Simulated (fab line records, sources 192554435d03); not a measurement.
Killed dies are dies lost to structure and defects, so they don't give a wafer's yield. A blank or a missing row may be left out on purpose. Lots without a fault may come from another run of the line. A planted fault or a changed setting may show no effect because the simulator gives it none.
fab line records | flow n5_finfet
record lots=7 wafers=21
route steps=1938 shown BEOL_M10@1496 BEOL_M11@1565 BEOL_M13@1680 BEOL_M14@1723 MIM_BOT@1833 MIM_TOP_LITHO@1843 TV_LITHO@1879
start_h: hours from the record's first day to the start of the lot's first wafer shown | wait_h: hours since the lot's step before | " the same as in the row above | L1.1+2: a row that stands for several wafers | - no value, or no start given | * or withheld: withheld | < > ~ a bound
route shown NAME@n: a module of which the file shows steps, and the number in the route of the first | usual: mean/standard deviation of fault-free wafers | same: alike in all rows | chamber/n: place in a boat | sites: the reading at each site | _std_site: their standard deviation | _edge_site: outer sites' mean less inner sites' | radius_mm: how far each site lies from the wafer's centre | mask NAME#n: copy n | behind: the tool/chamber that last shaped the wafer | hold: why the lot was held/for how many hours/how that ended | device: the transistor (n, p or np) that didn't switch | end of line: the same wafers' tests at the end of the route | a step without rows: its recipe alone | killed: dies lost to structure and defects at the first sort, not the wafer's yield | map: a wafer's dies, x killed, . not, _ none there
set.NAME: the setting as run; set.NAME@STEP: as run at that earlier step | model.NAME: the simulator's own value behind a step, which no gauge read
lots whose settings were changed on purpose; a table a step, a row a wafer
## steps
# step N5_BEOL_M10_COAT_22
# recipe resist=CAR-ArF spin_rpm=1500 resist_thk_nm=90
# columns lot.wafer tool chamber start_h wait_h set.spin_rpm model.CAR-ArF_of_BEOL_M10_COAT_22.thk_nm
L075.1+4+6 litho_track-01 0 - - 1500 90
L079.1+5 litho_track-01 0 - - 1456 91
L079.2 " 0 " " 1500 89.8
L084.3+6 litho_track-03 0 - - 1347 94.8
L084.4 " 0 " " 1500 90
L085.2 litho_track-02 0 - - 1608 87.2
L085.5 " 0 " " 1608 87
L085.6 " 0 " " 1500 90
L086.2 litho_track-03 0 - - 1500 89.6
L086.3 " 0 " " 1500 90.2
L086.5 " 0 " " 1500 89.8
L088.2 litho_track-02 0 - - 1500 90.2
L088.3+4 " 0 " " 1629 86.4
L090.2+4+6 litho_track-01 0 - - 1500 89.6
# step N5_BEOL_M10_EBR_24
# recipe solvent=PGMEA ebr_width_mm=1.5
# step N5_BEOL_M10_SOFTBAKE_23
# recipe temp_c=110 time_s=60 resist=CAR-ArF
# step N5_BEOL_M10_DESCUM_33
# recipe chemistry=O2 time_s=7.9 source_power_w=50 bias_power_w=20 pressure_mtorr=20 rf_frequency_hz=2.712e+07 temp_c=40 resist=CAR-ArF o2_flow_sccm=225
# columns lot.wafer tool chamber start_h wait_h set.spin_rpm@BEOL_M10_COAT_22 model.CAR-ArF_of_BEOL_M10_COAT_22.thk_nm
L075.1+4+6 rie_diel-06 3,1,2 223.29 0.2 1500 83.4
L079.1+5 rie_diel-06 0,2 247.54 0.0 1456 84.4
L079.2 " 2 " " 1500 83.2
L084.3+6 rie_diel-02 0 298.89 0.0 1347 88.2
L084.4 " 3 " " 1500 83.4
L085.2+5 rie_diel-06 3,0 315.43 0.3 1608 80.6
L085.6 " 3 " " 1500 83.4
L086.2+5 rie_diel-02 2,0 315.53 0.3 1500 83.2
L086.3 " 0 " " 1500 83.6
L088.2 rie_diel-02 2 318.14 0.3 1500 83.6
L088.3+4 " 3,0 " " 1629 79.8
L090.2+4+6 rie_diel-01 1,0,3 319.94 0.0 1500 83
# step N5_BEOL_M11_EXPOSE_25
# recipe mask_id=V10 na=1.35 source_shape=annular sigma_inner=0.5 sigma_outer=0.8 polarization=unpolarized dose_mj=85.5
# columns lot.wafer tool chamber start_h wait_h mask set.dose_mj
L075.1+4+6 arfi_scanner-03 0 233.65 - V10#0 85.5
L079.1+2+5 arfi_scanner-02 0 253.72 - V10#0 85.5
L084.3+4 arfi_scanner-03 0 307.03 - V10#0 89.55
L084.6 " 0 " " V10#0 85.5
L086.2+3 arfi_scanner-01 0 324.28 - V10#0 88.65
L086.5 " 0 " " V10#0 85.5
L085.2+5 arfi_scanner-03 0 324.45 - V10#0 91.19
L085.6 " 0 " " V10#0 85.5
L088.2+3 arfi_scanner-01 0 325.93 - V10#0 89.86
L088.4 " 0 " " V10#0 85.5
L090.2+4+6 arfi_scanner-01 0 330.47 - V10#0 85.5
# step N5_BEOL_M11_PEB_26
# recipe peb_temp_c=withheld peb_time_s=60 resist=CAR-ArF
# step N5_BEOL_M11_DEVELOP_27
# recipe develop_time_s=30 developer=TMAH resist=CAR-ArF rinse_liquid=diw dry=air_spin dev_temp_c=23
# step N5_BEOL_M11_CD_MEAS_28
# recipe target_cd_nm=70 landing_energy_ev=500 detector=se_inlens polarity=opening
# usual cd_nm=69.9/0.78
# columns lot.wafer tool chamber start_h wait_h set.dose_mj@BEOL_M11_EXPOSE_25 cd_nm
L075.1 cd_sem-02 0 233.78 - 85.5 69.7
L075.4 " 0 " " 85.5 70.1
L075.6 " 0 " " 85.5 70.5
L079.1 cd_sem-03 0 253.85 - 85.5 69.4
L079.2 " 0 " " 85.5 69.0
L079.5 " 0 " " 85.5 69.4
L084.3 cd_sem-02 0 307.15 - 89.55 75.0
L084.4 " 0 " " 89.55 73.8
L084.6 " 0 " " 85.5 71.7
L086.2 cd_sem-03 0 324.41 - 88.65 73.4
L086.3 " 0 " " 88.65 73.4
L086.5 " 0 " " 85.5 70.0
L085.2 cd_sem-01 0 324.57 - 91.19 74.6
L085.5 " 0 " " 91.19 74.3
L085.6 " 0 " " 85.5 68.5
L088.2 cd_sem-01 0 326.06 - 89.86 74.9
L088.3 " 0 " " 89.86 75.1
L088.4 " 0 " " 85.5 69.9
L090.2 cd_sem-01 0 330.59 - 85.5 70.0
L090.4 " 0 " " 85.5 70.2
L090.6 " 0 " " 85.5 69.8
# step N5_BEOL_M11_ETCH_66
# recipe chemistry=N2/H2 target=SOC target_depth_a=1200 overetch_a=240 mask_material=SiARC temp_c=40 time_s=180 ion_energy_ev=200 pressure_mtorr=30 source_w=840 bias_w=150 n2_flow_sccm=200 h2_flow_sccm=200
# columns lot.wafer tool chamber start_h wait_h set.time_s model.SiARC_of_BEOL_M11_COAT_64.thk_nm
L075.1 rie_diel-05 3 234.05 0.0 164.5 23.2
L075.4+6 " 1 " " 180 22.8
L079.1 rie_diel-05 3 254.02 0.0 180 22.6
L079.2 " 2 " " 158.4 23.8
L079.5 " 1 " " 180 23
L084.3 rie_diel-04 0 307.32 0.0 180 22.8
L084.4 " 1 " " 203.8 22
L084.6 " 1 " " 180 23
L086.2 rie_diel-04 3 324.58 0.0 143.3 24.4
L086.3 " 0 " " 180 22.6
L086.5 " 3 " " 180 23
L085.2 rie_diel-04 3 325.04 0.0 201.9 22.2
L085.5 " 2 " " 180 23
L085.6 " 1 " " 201.9 22
L088.2+4 rie_diel-04 2,3 326.26 0.0 180 23
L088.3 " 0 " " 166.1 23.2
L090.2 rie_diel-05 0 330.76 0.0 180 23
L090.4+6 " 1,0 " " 180 22.8
# step N5_BEOL_M13_COAT_65
# recipe resist=SOC temp_c=250 time_s=60 spin_rpm=1500 resist_thk_nm=350
# columns lot.wafer tool chamber start_h wait_h set.spin_rpm model.SOC_of_BEOL_M13_COAT_65.thk_nm
L075.1+6 litho_track-05 0 243.52 0.0 1500 350
L075.4 " 0 " " 1500 350.2
L079.1 litho_track-05 0 262.53 0.0 1500 349.4
L079.2+5 " 0 " " 1500 349.2
L084.3 litho_track-01 0 323.05 0.0 1500 348.4
L084.4 " 0 " " 1363 365
L084.6 " 0 " " 1500 348.6
L086.2 litho_track-01 0 334.80 0.0 1500 348.6
L086.3 " 0 " " 1500 349.6
L086.5 " 0 " " 1500 348.8
L085.2 litho_track-02 0 335.11 0.0 1500 350.8
L085.5 " 0 " " 1500 350.6
L085.6 " 0 " " 1500 351
L088.2 litho_track-01 0 337.81 0.0 1357 367
L088.3 " 0 " " 1357 367.8
L088.4 " 0 " " 1500 349
L090.2 litho_track-05 0 339.49 0.0 1500 350.6
L090.4 " 0 " " 1500 349.4
L090.6 " 0 " " 1500 349.2
# step N5_BEOL_M14_PEB_08
# recipe peb_temp_c=130 peb_time_s=90
# columns lot.wafer tool chamber start_h wait_h set.peb_temp_c
L075.1+4+6 litho_track-03 0 253.04 0.1 130
L079.1+2+5 litho_track-04 0 269.78 0.1 130
L084.3 litho_track-04 0 328.21 0.0 132.1
L084.4+6 " 0 " " 130
L086.2+5 litho_track-04 0 341.50 0.0 133.7
L086.3 " 0 " " 130
L085.2+5+6 litho_track-03 0 341.75 0.0 128.9
L088.2+3+4 litho_track-04 0 342.40 0.0 128.4
L090.2+4+6 litho_track-04 0 344.96 0.0 130
# step N5_BEOL_M14_DEVELOP_09
# recipe develop_time_s=45 rinse_liquid=diw dry=air_spin dev_temp_c=21
# step N5_BEOL_M14_HARDBAKE_14
# recipe temp_c=130 time_s=120
# step N5_BEOL_M14_CD_MEAS_10
# recipe target_cd_nm=250 landing_energy_ev=500 detector=se_inlens polarity=opening
# usual cd_nm=249.9/1.3
# columns lot.wafer tool chamber start_h wait_h set.peb_temp_c@BEOL_M14_PEB_08 cd_nm
L075.1 cd_sem-03 0 253.15 - 130 250.5
L075.4 " 0 " " 130 250.9
L075.6 " 0 " " 130 249.4
L079.1 cd_sem-02 0 269.90 - 130 249.3
L079.2 " 0 " " 130 248.0
L079.5 " 0 " " 130 249.4
L084.3 cd_sem-02 0 328.33 - 132.1 255.6
L084.4 " 0 " " 130 248.9
L084.6 " 0 " " 130 249.0
L086.2 cd_sem-03 0 341.62 - 133.7 266.2
L086.3 " 0 " " 130 249.7
L086.5 " 0 " " 133.7 265.0
L085.2 cd_sem-03 0 341.86 - 128.9 244.6
L085.5 " 0 " " 128.9 245.0
L085.6 " 0 " " 128.9 244.6
L088.2 cd_sem-01 0 342.51 - 128.4 241.8
L088.3 " 0 " " 128.4 243.6
L088.4 " 0 " " 128.4 240.7
L090.2 cd_sem-01 0 345.08 - 130 250.9
L090.4 " 0 " " 130 252.8
L090.6 " 0 " " 130 251.2
# step N5_BEOL_M14_ETCH_59
# recipe chemistry=N2/H2 target=BARC target_depth_a=890 overetch_a=267 time_s=67.9 ion_energy_ev=200 pressure_mtorr=30 source_w=840 bias_w=150 n2_flow_sccm=200 h2_flow_sccm=200
# columns lot.wafer tool chamber start_h wait_h set.time_s
L075.1+4+6 rie_diel-06 1,1,2 253.45 0.0 67.9
L079.1+2+5 rie_diel-06 1,0,0 270.02 0.0 52.74
L084.3+4+6 rie_diel-06 1,2,3 328.45 0.0 67.9
L086.2+3+5 rie_diel-01 3,0,3 341.75 0.0 67.9
L085.2+6 rie_diel-01 2 342.10 0.0 67.9
L085.5 " 1 " " 75.16
L088.2+4 rie_diel-06 2,1 342.88 0.0 78.6
L088.3 " 0 " " 67.9
L090.2+4+6 rie_diel-01 3,0,0 345.20 0.0 67.9
# step N5_BEOL_M14_VIA_ETCH_16
# recipe chemistry=C4F8/O2/Ar target=SiO2 he_inner_torr=15 he_outer_torr=30 target_depth_a=12313 time_s=withheld ion_energy_ev=800 pressure_mtorr=20 source_w=1905 bias_w=2040 Ar_flow_sccm=400 C4F8_flow_sccm=16 O2_flow_sccm=12 ends=cleared
# step N5_BEOL_M14_STRIP_63
# recipe chemistry=O2 power_w=600 temp_c=60 pressure_mtorr=30 rf_frequency_hz=6e+07 bias_power_w=0 overash_fraction=0.3 o2_flow_sccm=225
# step N5_BEOL_M14_STRIP_71
# recipe chemistry=post_etch_residue_remover time_s=60 temp_c=25 remover_ph=withheld remover_water_wt_pct=withheld remover_fluoride_wt_pct=withheld
# step N5_BEOL_M14_SRD_72
# recipe time_s=30 temp_c=23 rinse_liquid=diw dry=n2_spin spin_rpm=1500 dry_time_s=30
# step N5_BEOL_M14_CD_MEAS_17
# recipe target_cd_nm=250 polarity=opening
# usual cd_nm=250.4/1.6
# columns lot.wafer tool chamber start_h wait_h set.peb_temp_c@BEOL_M14_PEB_08 cd_nm
L075.1 cd_sem-01 - 253.85 0.0 130 251.7
L075.4 " - " " 130 251.5
L075.6 " - " " 130 250.0
L079.1 cd_sem-03 - 270.42 0.0 130 245.3
L079.2 " - " " 130 245.9
L079.5 " - " " 130 247.1
L084.3 cd_sem-02 - 328.85 0.0 132.1 255.4
L084.4 " - " " 130 246.9
L084.6 " - " " 130 248.3
L086.2 cd_sem-03 - 342.15 0.0 133.7 266.5
L086.3 " - " " 130 251.5
L086.5 " - " " 133.7 266.2
L085.2 cd_sem-03 - 342.50 0.0 128.9 245.1
L085.5 " - " " 128.9 247.8
L085.6 " - " " 128.9 245.5
L088.2 cd_sem-02 - 343.29 0.0 128.4 244.9
L088.3 " - " " 128.4 244.8
L088.4 " - " " 128.4 242.7
L090.2 cd_sem-02 - 345.60 0.0 130 252.2
L090.4 " - " " 130 255.0
L090.6 " - " " 130 252.6
# step N5_MIM_BOT_SPUTTER_00
# recipe material=TiN target_thk_a=350 temp_c=200 power_w=3000 chamber_pressure_pa=0.49996 gas=Ar reactive_partial_pa=0.37997 time_s=89.7
# columns lot.wafer tool chamber start_h wait_h set.time_s model.TiN_of_MIM_BOT_SPUTTER_00.thk_nm
L075.1 pvd_sputter-03 - 266.87 0.0 89.7 35
L075.4 " - " " 89.7 34.6
L075.6 " - " " 102.3 40
L079.1 pvd_sputter-02 - 283.60 0.0 94.7 37.2
L079.2+5 " - " " 89.7 35.6
L084.3 pvd_sputter-03 - 340.46 0.0 100.2 39.2
L084.4 " - " " 89.7 35.2
L084.6 " - " " 100.2 39
L086.2 pvd_sputter-01 - 353.37 0.0 96.33 37.8
L086.3 " - " " 89.7 35
L086.5 " - " " 89.7 35.2
L085.2+5 pvd_sputter-01 - 354.43 0.0 89.7 34.2
L085.6 " - " " 89.7 34.6
L088.2 pvd_sputter-01 - 356.91 0.0 89.7 35.2
L088.3 " - " " 94.8 37.6
L088.4 " - " " 94.8 37.2
L090.2+6 pvd_sputter-01 - 358.49 0.0 89.7 34.4
L090.4 " - " " 89.7 34
# step N5_MIM_TOP_LITHO_EXPOSE_05
# recipe mask_id=MIM_TOP na=0.55 source_shape=conventional sigma_outer=0.8 polarization=unpolarized target_cd_nm=2000 dose_mj=20.5
# columns lot.wafer tool chamber start_h wait_h mask set.dose_mj
L075.1+4+6 krf_scanner-01 0 271.47 - MIM_TOP#0 20.5
L079.1+2 krf_scanner-01 0 284.86 - MIM_TOP#0 21.82
L079.5 " 0 " " MIM_TOP#0 20.5
L084.3+4 krf_scanner-01 0 342.31 - MIM_TOP#0 21.7
L084.6 " 0 " " MIM_TOP#0 20.5
L086.2+3+5 krf_scanner-01 0 354.59 - MIM_TOP#0 20.5
L085.2 krf_scanner-01 0 357.25 - MIM_TOP#0 20.5
L085.5+6 " 0 " " MIM_TOP#0 21.66
L088.2+3 krf_scanner-02 0 358.71 - MIM_TOP#0 19.13
L088.4 " 0 " " MIM_TOP#0 20.5
L090.2+4+6 krf_scanner-01 0 359.85 - MIM_TOP#0 20.5
# step N5_MIM_TOP_LITHO_PEB_06
# recipe peb_temp_c=withheld peb_time_s=*
# step N5_MIM_TOP_LITHO_DEVELOP_07
# recipe develop_time_s=60 rinse_liquid=diw dry=air_spin dev_temp_c=21
# step N5_MIM_TOP_LITHO_HARDBAKE_09
# recipe temp_c=130 time_s=120
# step N5_MIM_TOP_LITHO_CD_MEAS_08
# recipe target_cd_nm=2000 landing_energy_ev=500 detector=se_inlens
# usual cd_nm=2000.1/1.4
# columns lot.wafer tool chamber start_h wait_h set.dose_mj@MIM_TOP_LITHO_EXPOSE_05 cd_nm
L075.1 cd_sem-01 0 271.64 - 20.5 2000.3
L075.4 " 0 " " 20.5 1999.7
L075.6 " 0 " " 20.5 1999.0
L079.1 cd_sem-01 0 285.04 - 21.82 1990.9
L079.2 " 0 " " 21.82 1988.8
L079.5 " 0 " " 20.5 1999.6
L084.3 cd_sem-01 0 342.48 - 21.7 1988.6
L084.4 " 0 " " 21.7 1988.1
L084.6 " 0 " " 20.5 2000.3
L086.2 cd_sem-03 0 354.76 - 20.5 1999.6
L086.3 " 0 " " 20.5 2000.8
L086.5 " 0 " " 20.5 2001.0
L085.2 cd_sem-01 0 357.42 - 20.5 1999.4
L085.5 " 0 " " 21.66 1988.8
L085.6 " 0 " " 21.66 1991.8
L088.2 cd_sem-02 0 358.88 - 19.13 2010.4
L088.3 " 0 " " 19.13 2008.5
L088.4 " 0 " " 20.5 1997.7
L090.2 cd_sem-02 0 360.02 - 20.5 2001.5
L090.4 " 0 " " 20.5 2001.7
L090.6 " 0 " " 20.5 2000.7
# step N5_MIM_TOP_LITHO_DESCUM_10
# recipe chemistry=O2 time_s=7.9 source_power_w=50 bias_power_w=20 pressure_mtorr=20 rf_frequency_hz=2.712e+07 temp_c=40 o2_flow_sccm=225
# columns lot.wafer tool chamber start_h wait_h set.dose_mj@MIM_TOP_LITHO_EXPOSE_05 model.MIM_TOP_LITHO.cd_nm
L075.1 rie_diel-01 0 271.73 0.0 20.5 -
L075.4 " 1 " " 20.5 2000
L075.6 " 3 " " 20.5 1999
L079.1 rie_diel-02 3 285.27 0.2 21.82 1991
L079.2 " 1 " " 21.82 1989
L079.5 " 1 " " 20.5 1999
L084.3 rie_diel-02 0 342.67 0.1 21.7 -
L084.4 " 1 " " 21.7 1988
L084.6 " 1 " " 20.5 2000
L086.2 rie_diel-06 2 354.85 0.0 20.5 2000
L086.3+5 " 1,2 " " 20.5 2001
L085.2 rie_diel-01 1 357.51 0.0 20.5 1999
L085.5 " 2 " " 21.66 1989
L085.6 " 1 " " 21.66 1992
L088.2 rie_diel-06 1 358.97 0.0 19.13 2011
L088.3 " 0 " " 19.13 2008
L088.4 " 2 " " 20.5 1998
L090.2+4 rie_diel-02 3,1 360.11 0.0 20.5 2002
L090.6 " 3 " " 20.5 2001
# step N5_PASSIVATION_EXPOSE_07
# recipe mask_id=TV na=0.55 source_shape=conventional sigma_outer=0.8 polarization=unpolarized defocus_nm=0 target_cd_nm=3000 dose_mj=22.75
# columns lot.wafer tool chamber start_h wait_h mask set.dose_mj
L075.1+4+6 krf_scanner-02 0 277.71 - TV#0 22.75
L079.1 krf_scanner-01 0 288.13 - TV#0 22.75
L079.2+5 " 0 " " TV#0 23.9
L084.3 krf_scanner-01 0 345.85 - TV#0 21.81
L084.4+6 " 0 " " TV#0 22.75
L086.2+3 krf_scanner-02 0 357.94 - TV#0 22.75
L086.5 " 0 " " TV#0 21.76
L090.2+4+6 krf_scanner-01 0 362.73 - TV#0 22.75
L085.2+5+6 krf_scanner-02 0 363.02 - TV#0 22.75
L088.2+3 krf_scanner-01 0 364.01 - TV#0 22.75
L088.4 " 0 " " TV#0 24.39
# step N5_PASSIVATION_DEVELOP_09
# recipe develop_time_s=60 rinse_liquid=diw dry=air_spin dev_temp_c=21
# columns lot.wafer tool chamber start_h wait_h set.develop_time_s
L075.1+4 litho_track-01 0 - - 69.05
L075.6 " 0 " " 60
L079.1+2+5 litho_track-01 0 - - 60
L084.3+6 litho_track-05 0 - - 60
L084.4 " 0 " " 67.1
L086.2+3+5 litho_track-02 0 - - 54.7
L090.2+4+6 litho_track-01 0 - - 60
L085.2+5 litho_track-02 0 - - 53.03
L085.6 " 0 " " 60
L088.2+4 litho_track-02 0 - - 60
L088.3 " 0 " " 72.33
# step N5_PASSIVATION_HARDBAKE_11
# recipe temp_c=130 time_s=120
# step N5_PASSIVATION_CD_MEAS_10
# recipe target_cd_nm=3000 landing_energy_ev=500 detector=se_inlens
# usual cd_nm=2999.4/1.5
# columns lot.wafer tool chamber start_h wait_h set.dose_mj@PASSIVATION_EXPOSE_07 cd_nm
L075.1 cd_sem-02 0 277.89 - 22.75 3002.6
L075.4 " 0 " " 22.75 3005.1
L075.6 " 0 " " 22.75 3000.9
L079.1 cd_sem-02 0 288.30 - 22.75 3001.5
L079.2 " 0 " " 23.9 3010.5
L079.5 " 0 " " 23.9 3009.3
L084.3 cd_sem-02 0 346.02 - 21.81 2994.0
L084.4 " 0 " " 22.75 3004.4
L084.6 " 0 " " 22.75 2999.1
L086.2 cd_sem-02 0 358.11 - 22.75 2995.1
L086.3 " 0 " " 22.75 2995.4
L086.5 " 0 " " 21.76 2985.1
L090.2 cd_sem-03 0 362.90 - 22.75 2998.3
L090.4 " 0 " " 22.75 2998.0
L090.6 " 0 " " 22.75 2998.4
L085.2 cd_sem-02 0 363.19 - 22.75 2994.2
L085.5 " 0 " " 22.75 2997.3
L085.6 " 0 " " 22.75 2998.5
L088.2 cd_sem-01 0 364.18 - 22.75 3000.0
L088.3 " 0 " " 22.75 3003.8
L088.4 " 0 " " 24.39 3014.9
## key
split step=N5_BEOL_M10_COAT_22 setting=spin_rpm stated=1500 by=wafer
response step=N5_BEOL_M10_COAT_22 reading=model.CAR-ArF_of_BEOL_M10_COAT_22.thk_nm change=-0.445 per=1% r=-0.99
response step=N5_BEOL_M10_DESCUM_33 reading=model.CAR-ArF_of_BEOL_M10_COAT_22.thk_nm change=-0.442 per=1% r=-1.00
split step=N5_BEOL_M11_EXPOSE_25 setting=dose_mj stated=85.5 by=wafer
response step=N5_BEOL_M11_CD_MEAS_28 reading=cd_nm change=+0.856 per=1% r=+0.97
split step=N5_BEOL_M11_ETCH_66 setting=time_s stated=180 by=wafer
response step=N5_BEOL_M11_ETCH_66 reading=model.SiARC_of_BEOL_M11_COAT_64.thk_nm change=-0.0713 per=1% r=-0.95
split step=N5_BEOL_M13_COAT_65 setting=spin_rpm stated=1500 by=wafer
response step=N5_BEOL_M13_COAT_65 reading=model.SOC_of_BEOL_M13_COAT_65.thk_nm change=-1.87 per=1% r=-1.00
split step=N5_BEOL_M14_PEB_08 setting=peb_temp_c stated=130 by=wafer
response step=N5_BEOL_M14_CD_MEAS_10 reading=cd_nm change=+5.22 per=1% r=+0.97
response step=N5_BEOL_M14_CD_MEAS_17 reading=cd_nm change=+5.13 per=1% r=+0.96
split step=N5_BEOL_M14_ETCH_59 setting=time_s stated=67.9 by=wafer
response none clear
split step=N5_MIM_BOT_SPUTTER_00 setting=time_s stated=89.7 by=wafer
response step=N5_MIM_BOT_SPUTTER_00 reading=model.TiN_of_MIM_BOT_SPUTTER_00.thk_nm change=+0.354 per=1% r=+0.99
split step=N5_MIM_TOP_LITHO_EXPOSE_05 setting=dose_mj stated=20.5 by=wafer
response step=N5_MIM_TOP_LITHO_CD_MEAS_08 reading=cd_nm change=-1.72 per=1% r=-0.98
response step=N5_MIM_TOP_LITHO_DESCUM_10 reading=model.MIM_TOP_LITHO.cd_nm change=-1.7 per=1% r=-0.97
split step=N5_PASSIVATION_EXPOSE_07 setting=dose_mj stated=22.75 by=wafer
response step=N5_PASSIVATION_CD_MEAS_10 reading=cd_nm change=+1.87 per=1% r=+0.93
split step=N5_PASSIVATION_DEVELOP_09 setting=develop_time_s stated=60 by=wafer
response none clear
